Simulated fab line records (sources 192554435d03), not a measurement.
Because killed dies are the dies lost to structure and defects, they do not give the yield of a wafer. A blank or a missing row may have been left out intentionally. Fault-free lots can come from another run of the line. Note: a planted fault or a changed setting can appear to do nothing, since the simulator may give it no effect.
Chamber matching + flow n5 finfet + N5_ILD0_LINER_00 on ald sin-03: 4 sister chambers
The step material SiNx, target thk 4 nm, pulse time 1 s, purge time 2 s. 22 wafers are shown with their chamber, then 11 later ones without.

WAFERS WITH THEIR CHAMBER
| wafer  | chamber | heater power w (W) | precursor pulse height rel |
|--------|---------|--------------------|----------------------------|
| L075.2 | 3       | 843                | 1.009                      |
| L075.3 | 2       | 810                | 1.016                      |
| L075.4 | 1       | 684                | 1.003                      |
| L076.1 | 3       | 828                | 0.994                      |
| L076.3 | 1       | 692                | 1.032                      |
| L076.4 | 0       | 918                | 1.002                      |
| L077.2 | 0       | 905                | 1.026                      |
| L077.4 | 1       | 685                | 1.007                      |
| L077.5 | 0       | 915                | 1.022                      |
| L080.1 | 3       | 840                | 1.030                      |
| L080.5 | 1       | 696                | 0.987                      |
| L080.6 | 0       | 920                | 1.012                      |
| L081.2 | 0       | 925                | 0.992                      |
| L081.3 | 1       | 690                | 0.994                      |
| L081.5 | 0       | 914                | 1.006                      |
| L084.1 | 1       | 697                | 1.008                      |
| L084.2 | 2       | 794                | 1.049                      |
| L084.4 | 3       | 828                | 1.016                      |
| L085.2 | 0       | 934                | 1.007                      |
| L085.5 | 1       | 681                | 0.990                      |
| L085.6 | 2       | 785                | 0.966                      |
| L089.4 | 0       | 933                | 1.008                      |

SIGNATURES (means of the wafers above)
| reading                    | chamber 0 | chamber 1 | chamber 2 | chamber 3 | scatter within a chamber |
|----------------------------|-----------|-----------|-----------|-----------|--------------------------|
| heater power w             | 920.50    | 689.29    | 796.33    | 834.75    | 8.86                     |
| precursor pulse height rel | 1.00937   | 1.00300   | 1.01033   | 1.01225   | 0.0188                   |
Rule: distance of a wafer from a chamber = root of the sum over the readings of ((wafer's reading minus chamber's mean) / reading's scatter) squared. The wafer belongs to the nearest chamber; if the next one is less than 2 further off, it can't be placed. The scatter is the square root of a quotient: the sum, over the shown wafers, of each reading's squared deviation from its chamber's mean, divided by wafers minus chambers.

WAFERS WITHOUT THEIR CHAMBER
| wafer  | heater power w (W) | precursor pulse height rel |
|--------|--------------------|----------------------------|
| L089.5 | 797                | 0.975                      |
| L089.6 | 705                | 1.010                      |
| L090.3 | 814                | 1.006                      |
| L090.5 | 914                | 1.020                      |
| L090.6 | 847                | 1.041                      |
| L091.1 | 927                | 1.004                      |
| L091.4 | 801                | 0.988                      |
| L091.5 | 910                | 0.948                      |
| L094.1 | 817                | 1.046                      |
| L094.2 | 910                | 1.009                      |
| L094.6 | 700                | 0.982                      |

WHICH CHAMBER EACH WENT THROUGH
| wafer  | from the rows above     | in truth |
|--------|-------------------------|----------|
| L089.5 | 2                       | 2        |
| L089.6 | 1                       | 1        |
| L090.3 | can't be placed: 2 or 3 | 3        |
| L090.5 | 0                       | 0        |
| L090.6 | 3                       | 3        |
| L091.1 | 0                       | 0        |
| L091.4 | 2                       | 2        |
| L091.5 | 0                       | 0        |
| L094.1 | can't be placed: 3 or 2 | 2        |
| L094.2 | 0                       | 0        |
| L094.6 | 1                       | 1        |
9 of 11 placed correctly. From these rows, 2 cannot be placed; in 2 the true chamber is one of the candidates. Placed wrongly: 0.
